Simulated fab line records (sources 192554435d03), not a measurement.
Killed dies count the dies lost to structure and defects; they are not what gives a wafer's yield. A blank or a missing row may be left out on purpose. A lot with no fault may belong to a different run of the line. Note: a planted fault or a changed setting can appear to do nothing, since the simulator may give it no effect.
Matching of chambers :: flow n5 finfet :: N5_MOL_CONTACT_COAG_CONTACT_ETCH_14 on rie diel-03 has 4 sister chambers
The step etches SiO2 in C4F6/O2, target depth 27.5 nm, overetch 8.5 nm, time 20 s. 4 wafers are shown with their chamber, then 12 later ones without.

## WAFERS PAIRED WITH THEIR CHAMBERS
wafer: L081.6
chamber: 3
showerhead plenum p Torr (Torr): 2.86

wafer: L082.4
chamber: 2
showerhead plenum p Torr (Torr): 2.75

wafer: L083.5
chamber: 1
showerhead plenum p Torr (Torr): 2.98

wafer: L083.6
chamber: 0
showerhead plenum p Torr (Torr): 2.83

## WAFERS WHOSE CHAMBER IS MISSING
wafer: L086.1
showerhead plenum p Torr (Torr): 2.97

wafer: L086.3
showerhead plenum p Torr (Torr): 2.83

wafer: L086.5
showerhead plenum p Torr (Torr): 2.74

wafer: L087.2
showerhead plenum p Torr (Torr): 2.74

wafer: L087.4
showerhead plenum p Torr (Torr): 2.97

wafer: L087.5
showerhead plenum p Torr (Torr): 2.86

wafer: L090.3
showerhead plenum p Torr (Torr): 2.74

wafer: L090.5
showerhead plenum p Torr (Torr): 2.74

wafer: L090.6
showerhead plenum p Torr (Torr): 2.97

wafer: L096.1
showerhead plenum p Torr (Torr): 2.96

wafer: L096.5
showerhead plenum p Torr (Torr): 2.73

wafer: L096.6
showerhead plenum p Torr (Torr): 2.96

## WHICH CHAMBER EACH ONE RAN IN
wafer: L086.1
from the rows above: 1
in truth: 1

wafer: L086.3
from the rows above: 0
in truth: 0

wafer: L086.5
from the rows above: 2
in truth: 2

wafer: L087.2
from the rows above: 2
in truth: 2

wafer: L087.4
from the rows above: 1
in truth: 1

wafer: L087.5
from the rows above: 3
in truth: 3

wafer: L090.3
from the rows above: 2
in truth: 2

wafer: L090.5
from the rows above: 2
in truth: 2

wafer: L090.6
from the rows above: 1
in truth: 1

wafer: L096.1
from the rows above: 1
in truth: 1

wafer: L096.5
from the rows above: 2
in truth: 2

wafer: L096.6
from the rows above: 1
in truth: 1
Placed correctly: 12 of 12. Number that these rows cannot place: 0. Number placed wrongly: 0.
How it was worked out, from the rows above alone: a wafer's distance from a chamber is the root of the sum, over the readings, of the square of ((its reading less the chamber's mean) divided by the reading's scatter). The wafer belongs to the nearest chamber; if the next one is less than 2 further off, it can't be placed. Each chamber's mean is taken over the wafers shown for it. The scatter: root of mean squared gap, hidden wafer to nearest shown wafer, with one shown wafer a chamber.
